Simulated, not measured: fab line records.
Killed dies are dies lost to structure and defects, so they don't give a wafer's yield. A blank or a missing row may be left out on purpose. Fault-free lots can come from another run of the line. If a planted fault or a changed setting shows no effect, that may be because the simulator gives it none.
Problem report in the 8D (eight disciplines) form, filled by code    flow n5_finfet    the parts of the form that need people (team, actions taken, sign-off) are left out

1. PROBLEM STATEMENT
Mean of bias_w at N5_BEOL_M1_TRENCH_ETCH_37: 154.1 W across 3 wafers in 2 lots; on wafers with no fault it is 185.1 W (standard deviation 0.54). Measured from the usual mean, that is -57 standard deviations.
The step: etches SiOC in C4F6/O2, target depth 55.207 nm, time 29 s.
Earliest sighting: wafer L135.4 on rie_diel-03 at day 10 01:43. At this step, 27 wafers from 9 lots have a number in the record. The rule behind "out" and "out of limits": a value lying over 4 standard deviations away from the usual mean. Any other wafer with a number is counted as sound.

2. WHAT IT IS AND WHAT IT IS NOT
question                     is                      is not
which readings at this step  bias_w, rf_vpp_V        drypump_motor_current_A, mfc_ar_sccm, oes_product_au, showerhead_plenum_p_Torr
which lots                   L135, L137              L122, L124, L127, L130, L140, L142, L143
which wafers of those lots   L135.4, L135.5, L137.3  L135.6, L137.2, L137.4
read on which tools          rie_diel-03             rie_diel-01, rie_diel-02
when                         from day 10 01:43       up to then (13 sound wafers); but 11 sound wafers of L137, L140, L142, L143 came after

3. SUSPECTS, AND WHAT RULES EACH OUT
Counting: any tool at a process step up to the reading remains a suspect provided it ran every lot that is out. Sound lots after the first of them don't rule it out here, since some wafers of a struck lot are sound.
- rie_diel-03 at N5_BEOL_M1_TRENCH_ETCH_37 (etches SiOC in C4F6/O2, target depth 55.207 nm, time 29 s): kept. Ran every lot that is out, first one L135 (day 10 01:43); last sound lot up to then L130 (day 8 16:02). On those wafers its own readings are out: bias_w, rf_vpp_V.
- In rie_diel-03 at N5_BEOL_M1_TRENCH_ETCH_37, the wafers that are out were processed in chamber 3 and their sound lot-mates in chambers 0, 1, 2.
The count leaves rie_diel-03 at N5_BEOL_M1_TRENCH_ETCH_37.

4. THE CAUSE (what the simulator had put in)
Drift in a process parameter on rie_diel-03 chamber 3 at N5_BEOL_M1_TRENCH_ETCH_37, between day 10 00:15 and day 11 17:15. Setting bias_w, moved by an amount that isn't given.
This tool alone remained once counting was done.

5. THE CHAIN OF EFFECTS, in route order
Rows list readings where the struck wafers' mean (over those with a number) sits beyond 3 standard deviations from the usual. Scope: only readings with a usual standard deviation given in the record; hours: median across lots of the time from each lot's start at the first step in this table that gives one to its start at this step; sigmas: change in usual standard deviations.
hours  step                       reading   usual    on struck wafers  change  sigmas
0      N5_BEOL_M1_TRENCH_ETCH_37  bias_w    185.1 W  154.1             -31.0   -57
0      N5_BEOL_M1_TRENCH_ETCH_37  rf_vpp_V  667 V    589               -78     -11
The process steps in it:
- N5_BEOL_M1_TRENCH_ETCH_37: etches SiOC in C4F6/O2, target depth 55.207 nm, time 29 s.
At these later measuring or inspecting steps, every struck wafer for which the step has a row has a number for every such reading, and none has moved that far: N5_BEOL_M4_RC_MEAS_101.

6. WHAT WOULD HAVE CAUGHT IT SOONER
In this record the first reading out of limits was taken at day 10 01:43, 1 hour after the fault began at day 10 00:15.
